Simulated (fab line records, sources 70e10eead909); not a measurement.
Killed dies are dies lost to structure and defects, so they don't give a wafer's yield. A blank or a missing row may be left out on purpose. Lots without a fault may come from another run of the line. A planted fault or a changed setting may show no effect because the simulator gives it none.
A struck lot beside a sound one | flow nand_harc | 14 steps out of a route of 1302
Sound: wafers L968.1, L968.2, L968.6. Struck: wafers L973.2, L973.3, L973.4. The cause comes at the end.
At each step with rows: each side's tool, then ch and its chambers, then its first start. Under that, the readings that differ: sound wafers | struck wafers | difference of the means | sigmas: that difference in standard deviations of wafers without a fault.
alike: readings whose means differ by less than 2 such deviations, and words and numbers that are the same on both sides. not compared: withheld readings, readings that some wafer has no value for, bounds like >300 that may hide the same value, and numbers for which the record gives no deviation and whose values overlap.
The two part at a step that has a row with sigmas, a row that says differs or no value, or rows on one side only. Numbers that don't overlap but have no deviation are shown without sigmas and don't part them. A reading that every wafer of one side lacks parts them only if that side has two wafers or more.

NHARC_A_CHANNEL_FILL_D1_ALD_15: deposits SiNx, target thk 2 nm, pulse time 60 s, ald cycles 19.
  sound on ald_sin_batch-01 ch 0; struck on ald_sin_batch-02 ch 0
  alike: chamber_pressure_Torr, precursor_pulse_height_rel
then, 3 steps without rows for these wafers: NHARC_A_CHANNEL_FILL_D1_ALD_16 (deposits SiO2, target thk 1.5 nm, pulse time 10 s, ald cycles 15); NHARC_A_CHANNEL_FILL_D1_ANNEAL_17 (time 1800 s); NHARC_A_CHANNEL_FILL_D1_CVD_18 (deposits poly-Si, target thk 3 nm).
NHARC_A_CHANNEL_FILL_D1_ETCHBACK_19: etches the open film in HBr/Cl2, target depth 5 nm, time 1.7 s.
  sound on rie_si-05 ch 0,2,3, day 13 12:23; struck on rie_si-05 ch 0,1,2, day 15 18:52
  alike: drypump_motor_current_A, oes_product_au, throttle_valve_pct
  not compared: rf_hours_counter_h
NHARC_A_CHANNEL_FILL_D1_ETCHBACK_20: etches the open film in C4F8/O2/Ar, target depth 27 nm, time 13.5 s.
  sound on rie_diel-11 ch 0,3, day 13 12:31; struck on rie_diel-11 ch 0,2,3, day 15 18:59
  reading               | sound          | struck         | difference | sigmas
  oes_product_au (a.u.) | 1.01 1.00 1.00 | 0.93 0.93 0.94 | -0.07      | -2
  alike: rf_vpp_V
  not compared: rf_hours_counter_h
NHARC_A_CHANNEL_FILL_D1_STRIP_28: strips in O2, time 20 s.
  sound on rie_diel-11 ch 0,3, day 13 12:37; struck on rie_diel-11 ch 0,1,3, day 15 19:04
  alike: drypump_motor_current_A, mfc_ar_sccm, o2_flow_sccm, oes_product_au, rf_vpp_V, showerhead_plenum_p_Torr, throttle_valve_pct
  not compared: rf_hours_counter_h
then, 4 steps without rows for these wafers: NHARC_A_CHANNEL_FILL_D1_PRECLEAN_21 (cleans in dHF, time 30 s); NHARC_A_CHANNEL_FILL_D1_SRD_23; NHARC_A_CHANNEL_FILL_D1_CVD_05 (deposits poly-Si, target thk 5 nm); NHARC_A_CHANNEL_FILL_D1_ANNEAL_22 (time 7200 s).
NHARC_A_CHANNEL_FILL_D1_ALD_25: deposits SiOx, target thk 60 nm, pulse time 10 s, ald cycles 600.
  sound on ald_hk-01 ch 1,3, day 14 04:35; struck on ald_hk-03 ch 0,1,2, day 16 08:07
  no value came back on the struck wafers for ald_cycles, heater_power_outer_w (W), heater_power_w (W), precursor_pulse_height_rel; on the sound wafers ald_cycles reads 600 600 600
NHARC_A_CHANNEL_FILL_D1_ETCHBACK_08: etches the open film in C4F8, target depth 220 nm, time 110 s.
  sound on rie_diel-04 ch 0,1; struck on rie_diel-04 ch 0,2,3
  alike: oes_product_au, rf_vpp_V
  not compared: rf_hours_counter_h
-- the record jumps here: 14 days lie between the struck wafers' starts before and after (it left off in module A_CHANNEL_FILL_D1 and takes up again in module END, whose first step shown is number 1302 of the route) --
NHARC_END_SORT_01:
  the record has rows for the struck wafers here (prober-02 ch 0, day 30 05:36) and none for the sound ones

WHERE THEY PART
First at NHARC_A_CHANNEL_FILL_D1_ETCHBACK_20; last, within this record, at NHARC_END_SORT_01.

WHY: what the simulator had put in
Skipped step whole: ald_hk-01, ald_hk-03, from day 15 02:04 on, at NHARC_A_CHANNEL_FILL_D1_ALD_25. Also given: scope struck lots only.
